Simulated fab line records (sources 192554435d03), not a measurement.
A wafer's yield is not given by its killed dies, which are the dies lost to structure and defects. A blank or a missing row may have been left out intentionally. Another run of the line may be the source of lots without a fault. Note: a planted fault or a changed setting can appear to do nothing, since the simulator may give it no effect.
Struck lot and sound lot, side by side | flow n5-finfet | 39 out of 1938 route steps
Sound: the wafers L543.2, L543.5, L543.6. Struck: wafer L552.3. (L552.1, L552.4 of the same lot were not struck and are left out.) The cause comes at the end.
For every step that has rows: the tool of each side, followed by ch and its chambers, followed by its first start. Under that, the readings that differ: sound wafers | struck wafers | difference of the means | sigmas: that difference in standard deviations of wafers without a fault.
alike: readings whose means differ by less than 2 such deviations, and words and numbers that are the same on both sides. not compared: withheld readings, readings that some wafer has no value for, bounds like >300 that may hide the same value, and numbers for which the record gives no deviation and whose values overlap.
A row with sigmas, a row that says differs or no value, or rows on one side alone: a step with any of these is where the two part. When numbers do not overlap yet have no deviation, they are printed without sigmas and do not part them. Lack of a reading on every wafer of one side parts them only where that side has two or more wafers.

first, 12 steps without rows for these wafers: N5_MOL_CONTACT_COAG_PRECLEAN_111 (cleans in NF3:NH3, afs cycles 1, time 20 s, sublimation time 60 s); N5_MOL_CONTACT_COAG_TI_SIL_19 (material Ti, target thk 4.2 nm, time 15 s); N5_MOL_CONTACT_COAG_ALD_20 (deposits TiN, target thk 1.5 nm, pulse time 1 s, purge time 3 s); N5_MOL_CONTACT_COAG_SIL_ANNEAL_21 (time 60 s); N5_MOL_CONTACT_COAG_PRE_CLEAN_141 (time 60 s); N5_MOL_CONTACT_COAG_SPUTTER_143 (material Co, target thk 2.5 nm); N5_MOL_CONTACT_COAG_CO_FILL_22 (material Co, precursor CCTBA/H2, target thk 20 nm); N5_MOL_CONTACT_COAG_ANNEAL_113 (time 300 s); N5_MOL_CONTACT_COAG_PRE_CLEAN_142 (time 60 s); N5_MOL_CONTACT_COAG_SPUTTER_130 (material Co, target thk 47.5 nm); N5_MOL_CONTACT_COAG_PRECLEAN_125 (cleans in DIW, time 57.5 s); N5_MOL_CONTACT_COAG_SRD_126 (dry time 32 s).
N5_MOL_CONTACT_COAG_CMP_23: polishes, stops on SiO2, t overpolish 1.5 s, target thk 0 nm.
  sound on cmp-02 ch 0,1,3, day 5 06:29; struck on cmp-02 ch 2, day 7 11:53
  reading          | sound             | struck | difference | sigmas
  platen-rpm (rpm) | 50.36 50.31 50.25 | 55.37  | +5.06      | +99 or more
  alike: motor-current-A, overpolish-run-s, time-to-endpoint-s
then, 4 steps without rows for these wafers: N5_MOL_CONTACT_COAG_WET_ETCH_26 (target Co, target depth 13 nm); N5_MOL_CONTACT_COAG_WET_ETCH_116 (etches the open film in SC1-inhibited, target depth 4.6 nm, rinse time 30 s); N5_MOL_CONTACT_COAG_ALD_27 (deposits SiOC, target thk 17 nm, pulse time 1.5 s, time 2720 s); N5_MOL_CONTACT_COAG_CMP_28 (polishes, stops on SiNx, t overpolish 0.85 s, target thk 14.522 nm).
N5_MOL_CONTACT_COAG_THK_MEAS_29:
  sound on film-metro-02, day 5 09:22; struck on film-metro-02, day 7 14:39
  reading         | sound             | struck | difference | sigmas
  MD_CAP_THK (nm) | 17.91 17.96 17.93 | 17.77  | -0.16      | -2
then, 19 steps without rows for these wafers: N5_MOL_CONTACT_COAG_ALD_123 (deposits SiNx, target thk 5 nm, pulse time 1 s, purge time 2 s); N5_MOL_CONTACT_COAG_PECVD_31 (deposits SiO2 from TEOS/O2, target thk 46 nm, time 8.9 s); N5_MOL_CONTACT_COAG_COAT_75 (time 60 s, resist thk 60 nm); N5_MOL_CONTACT_COAG_COAT_76 (time 60 s, resist thk 10 nm); N5_MOL_CONTACT_COAG_COAT_77 (time 60 s, resist thk 10 nm); N5_MOL_CONTACT_COAG_COAT_78 (resist thk 40 nm); N5_MOL_CONTACT_COAG_EBR_80; N5_MOL_CONTACT_COAG_SOFTBAKE_79 (time 60 s); N5_MOL_CONTACT_COAG_EXPOSE_81 (exposes mask VG, defocus 0 nm); N5_MOL_CONTACT_COAG_PEB_82 (peb time 60 s); N5_MOL_CONTACT_COAG_DEVELOP_83 (develop time 30 s); N5_MOL_CONTACT_COAG_DESCUM_88 (chemistry O2, time 7 s); N5_MOL_CONTACT_COAG_ETCH_89 (etches underlayer in N2/H2, target depth 13 nm, time 10.4 s); N5_MOL_CONTACT_COAG_ETCH_90 (etches SiARC in CF4, target depth 13 nm, time 21.7 s); N5_MOL_CONTACT_COAG_ALD_131 (deposits SiO2, target thk 5 nm, pulse time 1 s, co reactant pulse time 1 s); N5_MOL_CONTACT_COAG_ETCHBACK_132 (etches SiO2 in CHF3, target depth 10 nm, time 6.7 s); N5_MOL_CONTACT_COAG_ETCH_91 (etches SOC in N2/H2, target depth 60 nm, overetch 21 nm, time 101.2 s); N5_MOL_CONTACT_COAG_STRIP_92 (strips in N2/H2); N5_MOL_CONTACT_COAG_STRIP_93 (strips in N2/H2).
N5_MOL_CONTACT_COAG_ETCH_47: etches SiNx in CH3F/O2, stops on W, target depth 27 nm.
  sound on rie-diel-04 ch 0,1,3, day 5 12:31; struck on rie-diel-04 ch 3, day 7 18:00
  reading                  | sound             | struck | difference | sigmas
  model.etch.depth-nm (nm) | 17.89 17.93 17.93 | 17.77  | -0.15      |
  alike: CH3F_flow_sccm, drypump-motor-current-A, etch-rf-on-time-s, oes-product-au, rf-vpp-V, showerhead-plenum-p-Torr, throttle-valve-pct
  not compared: rf-hours-counter-h
-- here the record skips 3 days between the struck wafers' starts before and after, leaving off in module MOL_CONTACT_COAG and picking up in module BEOL_M4 (first step shown: number 1111 of the route) --
N5_BEOL_M4_RC_MEAS_101:
  sound on prober-01 ch 0, day 8 08:46; struck on prober-01 ch 0, day 10 09:37
  reading       | sound          | struck | difference | sigmas
  ION_P (uA/um) | 460 465 473    | 443    | -23        | -3
  VT_P (mV)     | -249 -248 -244 | -254   | -7         | -2
  alike: DIBL_N, DIBL_P, IOFF_N, IOFF_P, ION_N, SS_N, SS_P, VT_N

WHERE THEY PART
Earliest at N5_MOL_CONTACT_COAG_CMP_23; latest, in this record, at N5_BEOL_M4_RC_MEAS_101.

WHY: the cause the simulator had injected
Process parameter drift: cmp-02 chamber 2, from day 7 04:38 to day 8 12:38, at N5_MOL_CONTACT_COAG_CMP_23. Setting platen-rpm shifted by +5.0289 from 50.289. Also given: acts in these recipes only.
